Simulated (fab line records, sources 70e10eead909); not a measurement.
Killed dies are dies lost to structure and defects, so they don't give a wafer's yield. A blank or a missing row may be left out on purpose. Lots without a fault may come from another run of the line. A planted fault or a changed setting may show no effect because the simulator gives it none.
A struck lot beside a sound one | flow nand_harc | 14 steps out of a route of 1159
Sound: wafers L610.2, L610.4, L610.6. Struck: wafers L607.2, L607.4, L607.5. The cause comes at the end.
At each step with rows: each side's tool, then ch and its chambers, then its first start. Under that, the readings that differ: sound wafers | struck wafers | difference of the means | sigmas: that difference in standard deviations of wafers without a fault.
alike: readings whose means differ by less than 2 such deviations, and words and numbers that are the same on both sides. not compared: withheld readings, readings that some wafer has no value for, bounds like >300 that may hide the same value, and numbers for which the record gives no deviation and whose values overlap.
The two part at a step that has a row with sigmas, a row that says differs or no value, or rows on one side only. Numbers that don't overlap but have no deviation are shown without sigmas and don't part them. A reading that every wafer of one side lacks parts them only if that side has two wafers or more.

NHARC_A_ONON_D1_THK_MEAS_30: measures by ellipsometry.
  sound on film_metro-02, day 11 04:24; struck on film_metro-02, day 10 15:58
  alike: thk_nm
NHARC_A_ONON_D1_DEP_33: deposits SiO2, target thk 200 nm.
  sound on pecvd-02 ch 0,1, day 11 04:28; struck on pecvd-04 ch 0,1,2, day 10 16:04
  alike: heater_power_w, throttle_valve_pct
NHARC_A_ONON_D1_THK_MEAS_34: measures by ellipsometry.
  sound on film_metro-02, day 11 04:52; struck on film_metro-02, day 10 16:26
  alike: thk_nm
NHARC_A_ONON_D1_INSPECT_32:
  sound on defect_inspect-01, day 11 04:58; struck on defect_inspect-01, day 10 16:32
  alike: raw_defect_count
NHARC_A_CHANNEL_HOLE_D1_DEP_00: deposits aC, target thk 3100 nm.
  sound on acl_dep-03 ch 0, day 11 06:28; struck on acl_dep-02 ch 0, day 10 20:14
  alike: throttle_valve_pct
NHARC_A_CHANNEL_HOLE_D1_DEP_01: deposits SiON, target thk 140 nm.
  sound on pecvd-03 ch 0,1,2, day 11 08:05; struck on pecvd-02 ch 0,1,2, day 10 21:55
  alike: heater_power_w
then, 5 steps without rows for these wafers: NHARC_A_CHANNEL_HOLE_D1_DEHYDRATE_02 (time 120 s); NHARC_A_CHANNEL_HOLE_D1_HMDS_03 (time 30 s); NHARC_A_CHANNEL_HOLE_D1_COAT_36 (time 75 s); NHARC_A_CHANNEL_HOLE_D1_COAT_37 (time 65 s); NHARC_A_CHANNEL_HOLE_D1_COAT_04 (resist thk 90 nm).
NHARC_A_CHANNEL_HOLE_D1_SOFTBAKE_05: time 55 s.
  sound on litho_track-06 ch 0, day 11 08:00; struck on litho_track-01 ch 0, day 10 22:00
  reading                  | sound                | struck               | difference | sigmas
  heater_power_total_W (W) | 188.43 188.57 188.42 | 159.66 159.40 159.37 | -29.00     | -99 or more
then, 1 step without rows for these wafers: NHARC_A_CHANNEL_HOLE_D1_EBR_06.
-- the record jumps here: 14 days lie between the struck wafers' starts before and after (it left off in module A_CHANNEL_HOLE_D1 and takes up again in module END, whose first step shown is number 1159 of the route) --
NHARC_END_SORT_01:
  sound on prober-01 ch 0, day 25 03:55; struck on prober-02 ch 0, day 24 20:03
  alike: killed_at_array, killed_at_other, killed_at_periphery, killed_dies, killed_open, killed_short

WHERE THEY PART
Only at NHARC_A_CHANNEL_HOLE_D1_SOFTBAKE_05, within this record. Later steps at which nothing parts them and some readings are alike: NHARC_END_SORT_01.

WHY: what the simulator had put in
Process parameter drift: litho_track-01, from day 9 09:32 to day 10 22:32, at NHARC_A_CHANNEL_HOLE_D1_SOFTBAKE_05. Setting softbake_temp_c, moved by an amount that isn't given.
